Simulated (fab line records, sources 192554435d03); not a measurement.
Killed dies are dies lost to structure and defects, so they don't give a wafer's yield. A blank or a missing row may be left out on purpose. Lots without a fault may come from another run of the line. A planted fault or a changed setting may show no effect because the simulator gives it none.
Chamber matching | flow n5_finfet | N5_BEOL_M1_ETCH_69 on rie_diel-03: 4 sister chambers
The step etches SiARC in CF4, target depth 15.6 nm, time 26 s. 18 wafers are shown with their chamber, then 9 later ones without.

WAFERS WITH THEIR CHAMBER
wafer  | chamber | showerhead_plenum_p_Torr (Torr) | drypump_motor_current_A (A) | throttle_valve_pct (%)
L074.3 | 1       | 2.05                            | 6.8                         | 15.94
L074.5 | 2       | 2.23                            | 6.2                         | 15.92
L074.6 | 3       | 2.08                            | 5.8                         | 15.23
L075.2 | 1       | 2.05                            | 6.8                         | 15.94
L075.5 | 2       | 2.23                            | 6.2                         | 15.92
L075.6 | 1       | 2.05                            | 6.8                         | 15.95
L077.2 | 0       | 2.22                            | 5.8                         | 15.89
L077.3 | 1       | 2.05                            | 6.8                         | 15.96
L077.4 | 1       | 2.05                            | 6.8                         | 15.96
L086.2 | 3       | 2.07                            | 5.8                         | 15.29
L086.4 | 2       | 2.22                            | 6.2                         | 15.94
L086.6 | 2       | 2.22                            | 6.2                         | 15.95
L087.1 | 2       | 2.22                            | 6.2                         | 15.95
L087.2 | 1       | 2.05                            | 6.8                         | 15.98
L087.3 | 3       | 2.07                            | 5.8                         | 15.30
L089.1 | 1       | 2.05                            | 6.9                         | 15.97
L089.3 | 2       | 2.22                            | 6.2                         | 15.97
L089.4 | 0       | 2.22                            | 5.7                         | 15.93

SIGNATURES (means of the wafers above)
reading                  | chamber 0 | chamber 1 | chamber 2 | chamber 3 | scatter within a chamber
showerhead_plenum_p_Torr | 2.2200    | 2.0500    | 2.2233    | 2.0733    | 0.00378
drypump_motor_current_A  | 5.750     | 6.814     | 6.200     | 5.800     | 0.0311
throttle_valve_pct       | 15.9100   | 15.9571   | 15.9417   | 15.2733   | 0.0222
Rule: a wafer's distance from a chamber is the root of the sum, over the readings, of the square of ((its reading less the chamber's mean) divided by the reading's scatter). The wafer belongs to the nearest chamber; if the next one is less than 2 further off, it can't be placed. The scatter: the root of (the sum of the squares of (reading less its chamber's mean) over the shown wafers, divided by (wafers less chambers)).

WAFERS WITHOUT THEIR CHAMBER
wafer  | showerhead_plenum_p_Torr (Torr) | drypump_motor_current_A (A) | throttle_valve_pct (%)
L091.3 | 2.22                            | 5.7                         | 15.94
L091.4 | 2.07                            | 5.8                         | 15.30
L091.6 | 2.07                            | 5.8                         | 15.29
L095.3 | 2.21                            | 5.7                         | 15.96
L095.5 | 2.04                            | 6.8                         | 16.01
L095.6 | 2.21                            | 5.7                         | 15.97
L097.2 | 2.22                            | 6.2                         | 16.01
L097.4 | 2.04                            | 6.8                         | 16.01
L097.5 | 2.22                            | 6.2                         | 16.00

WHICH CHAMBER EACH WENT THROUGH
wafer  | from the rows above | in truth
L091.3 | 0                   | 0
L091.4 | 3                   | 3
L091.6 | 3                   | 3
L095.3 | 0                   | 0
L095.5 | 1                   | 1
L095.6 | 0                   | 0
L097.2 | 2                   | 2
L097.4 | 1                   | 1
L097.5 | 2                   | 2
Placed correctly: 9 of 9. Can't be placed from these rows: 0. Placed wrongly: 0.
